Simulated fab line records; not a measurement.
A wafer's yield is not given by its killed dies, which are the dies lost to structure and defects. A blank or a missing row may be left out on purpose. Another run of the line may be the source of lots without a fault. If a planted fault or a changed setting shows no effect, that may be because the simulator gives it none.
8D (eight disciplines) problem report, filled in by code    flow n5 finfet    the parts of the form that need people (team, actions taken, sign-off) are left out

1. WHAT WENT WRONG
Wafers without a fault read 36, standard deviation 10; killed_at_M0_to_M3 at N5_PASSIVATION_PROBE_49 reads a mean of 158 on 6 wafers belonging to 2 lots. Measured from the usual mean, that is +12 standard deviations.
First observed at day 14 06:37: wafer L341.3, on prober-02. The record has a number at this step for 9 wafers belonging to 3 lots. The rule behind "out" and "out of limits": a value lying over 4 standard deviations away from the usual mean. All remaining wafers that have a number are taken as sound.

2. WHAT IT IS; WHAT IT IS NOT
question                     is                                                                                                       is not
which readings at this step  killed_at_M0_to_M3, defect limited yield, killed dies, sort_bin_5_function, sort n pass, sort yield pct  killed_at_M4_up, killed at contacts, sort_bin_6_memory
which lots                   L341, L342                                                                                               L353
which wafers of those lots   all that have a number                                                                                   -
read on which tools          prober-02                                                                                                -
when                         from day 14 06:37                                                                                        up to then (0 sound wafers); but 3 sound wafers of L353 came after

3. WHAT RULES OUT EACH SUSPECT
Counting: a tool at a process step up to the reading stays a suspect if it ran every lot that is out and no sound lot after the first of them.
- pvd sputter-02 at N5_BEOL_M3_PRE_CLEAN_45 (time 30 s): kept. It ran every lot that is out, first L341 (day 9 09:28), and no sound lot after that.
- pecvd-04 at N5_PASSIVATION_PECVD_55 (deposits SiO2 from SiH4/N2O, target thk 400 nm, time 22.5 s): ruled out as a lasting fault. After its first lot that is out, L341 (day 13 22:07), sound lots L353 ran on it.
- prober-02 at N5_PASSIVATION_PROBE_49: ruled out as a lasting fault. After its first lot that is out, L341 (day 14 06:37), sound lots L353 ran on it.
The count leaves pvd sputter-02 at N5_BEOL_M3_PRE_CLEAN_45.

4. THE CAUSE (what the simulator had put in)
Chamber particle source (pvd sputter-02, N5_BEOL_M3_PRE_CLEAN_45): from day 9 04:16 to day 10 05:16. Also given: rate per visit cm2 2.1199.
After counting, this tool was the only one left.

5. THE EFFECT CHAIN, in route order
Each row: a reading where the mean over the struck wafers with a number is more than 3 standard deviations away from the usual. Scope: only readings with a usual standard deviation given in the record; hours: median across lots of the time from each lot's start at the first step in this table that gives one to its start at this step; sigmas: change in usual standard deviations.
hours  step                     reading               usual   on struck wafers  change  sigmas
0      N5_PASSIVATION_PROBE_49  defect limited yield  91.1 %  82.2              -8.9    -6.8
0      N5_PASSIVATION_PROBE_49  killed_at_M0_to_M3    36      158               +122    +12
0      N5_PASSIVATION_PROBE_49  killed dies           105     210               +105    +7.0
0      N5_PASSIVATION_PROBE_49  sort_bin_5_function   5.3 %   10.5              +5.2    +6.7
0      N5_PASSIVATION_PROBE_49  sort n pass           1075    970               -105    -7.0
0      N5_PASSIVATION_PROBE_49  sort yield pct        91.1 %  82.2              -8.9    -6.8
Here are the process steps it includes:
- N5_PASSIVATION_PROBE_49

6. HOW IT WOULD HAVE BEEN CAUGHT EARLIER
First out-of-limits reading in this record: day 14 06:37, which is 122 hours after fault onset at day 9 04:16.
Tool readings at N5_BEOL_M3_PRE_CLEAN_45 with a usual standard deviation given in the record: none out on any struck wafer, hence no alarm at a limit of 4 standard deviations on them.
By day 14 06:37 the whole set of lots that are out, 2 in number, had already begun N5_BEOL_M3_PRE_CLEAN_45 on pvd sputter-02. None of them would have been spared by holding the tool at that moment.
